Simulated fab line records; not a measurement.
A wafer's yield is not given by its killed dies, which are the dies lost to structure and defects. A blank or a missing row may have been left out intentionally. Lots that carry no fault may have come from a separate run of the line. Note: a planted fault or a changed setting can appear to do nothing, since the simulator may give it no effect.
One fault through the eyes of 3 desks / flow n5 finfet / only its own numbers are on each desk; what lay behind them is given at the end
Where a reading is given only as a bound, like >300, the bound stands for it, and a mean or a difference that rests on one is marked > or <: the true number lies beyond.

THE DEFECT DESK
Lot by lot, what the route's inspections counted, given as the mean of those sampled wafers with a number. Marked OUT: a lot whose mean sits more than 4 standard deviations from the usual mean, which makes it out of limits; the brackets give that distance.
Columns: A = raw defect count at N5_BEOL_M0_SAQP_INSPECT_42, usual 292; B = raw defect count at N5_BEOL_M0_CUTY_INSPECT_59, usual 1.8
lot=L133; first seen here=day 5 21:40; A=251; B=1.7
lot=L140; first seen here=day 7 10:59; A=835 (+7.3) OUT; B=>300 (+99 or more) OUT
lot=L143; first seen here=day 8 14:47; A=792 (+6.8) OUT; B=>300 (+99 or more) OUT
lot=L155; first seen here=day 11 11:29; A=228; B=1.0
This desk's verdict: out of limits on L140, L143, starting with L140 at day 7 10:59 (raw defect count at N5_BEOL_M0_SAQP_INSPECT_42). L133, L155 stayed within limits.

FOR THE TOOL OWNER'S DESK: vapor etch-02
The tool's own readings at N5_BEOL_M0_SAQP_RECESS_104 (chemistry HF/NH3, target SiO2, target depth 18 nm, afs cycles 3, sublimation time 60 s): means of the sampled wafers that have a number, for each lot that ran on this tool. Marked OUT: a lot whose mean sits more than 4 standard deviations from the usual mean, which makes it out of limits; the brackets give that distance.
Columns: A = drypump motor current A at N5_BEOL_M0_SAQP_RECESS_104, usual 5.5 A
lot=L133; first seen here=day 5 19:47; A=5.1
lot=L140; first seen here=day 7 09:01; A=5.1
lot=L143; first seen here=day 8 12:53; A=5.4
Result from this desk: across the 3 lots, nothing is out of limits.

FROM THE METROLOGY DESK
Lot by lot, what the gauges showed, no matter which tool ran the lot: averages of those sampled wafers that carry a number. Marked OUT: a lot whose mean sits more than 4 standard deviations from the usual mean, which makes it out of limits; the brackets give that distance. Readings shown: 7 of its 10, picked as those furthest out on some lot.
Columns: A = DIBL_N at N5_BEOL_M4_RC_MEAS_101, usual 36.1 mV/V; B = IOFF_N at N5_BEOL_M4_RC_MEAS_101, usual 0.154 nA/um; C = IOFF_P at N5_BEOL_M4_RC_MEAS_101, usual 0.21 nA/um; D = ION_P at N5_BEOL_M4_RC_MEAS_101, usual 461 uA/um; E = SS_N at N5_BEOL_M4_RC_MEAS_101, usual 71.4 mV/dec; F = SS_P at N5_BEOL_M4_RC_MEAS_101, usual 73.3 mV/dec; G = VT_P at N5_BEOL_M4_RC_MEAS_101, usual -250 mV
lot=L133; first seen here=day 8 16:25; A=35.2; B=0.145; C=0.18; D=456; E=71.7; F=73.5; G=-253
lot=L140; first seen here=day 10 12:12; A=35.5; B=0.152; C=0.25; D=469; E=71.0; F=73.4; G=-246
lot=L143; first seen here=day 11 15:01; A=38.1; B=0.176; C=0.22; D=461; E=71.7; F=73.8; G=-252
lot=L155; first seen here=day 15 03:34; A=36.9; B=0.163; C=0.23; D=461; E=71.6; F=73.4; G=-247
Result from this desk: across the 4 lots, nothing is out of limits.

ALL TOGETHER
The defect desk could have raised an alarm at day 7 10:59, on L140, L143.
The tool owner's desk saw nothing out of limits.
At the metrology desk, nothing out of limits was observed.
The tool owner's desk has L140, L143 on record, within its limits.
The metrology desk holds a record of L140, L143, inside its limits.
Of the lots named, all ran N5_BEOL_M0_SAQP_RECESS_104 on vapor etch-02.

WHAT THE SIMULATOR HAD INSERTED
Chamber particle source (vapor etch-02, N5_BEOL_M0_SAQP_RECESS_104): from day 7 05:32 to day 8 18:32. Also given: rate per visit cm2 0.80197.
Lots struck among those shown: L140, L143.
Hours from the fault's start to each desk's first reading out of limits: the defect desk, 5.
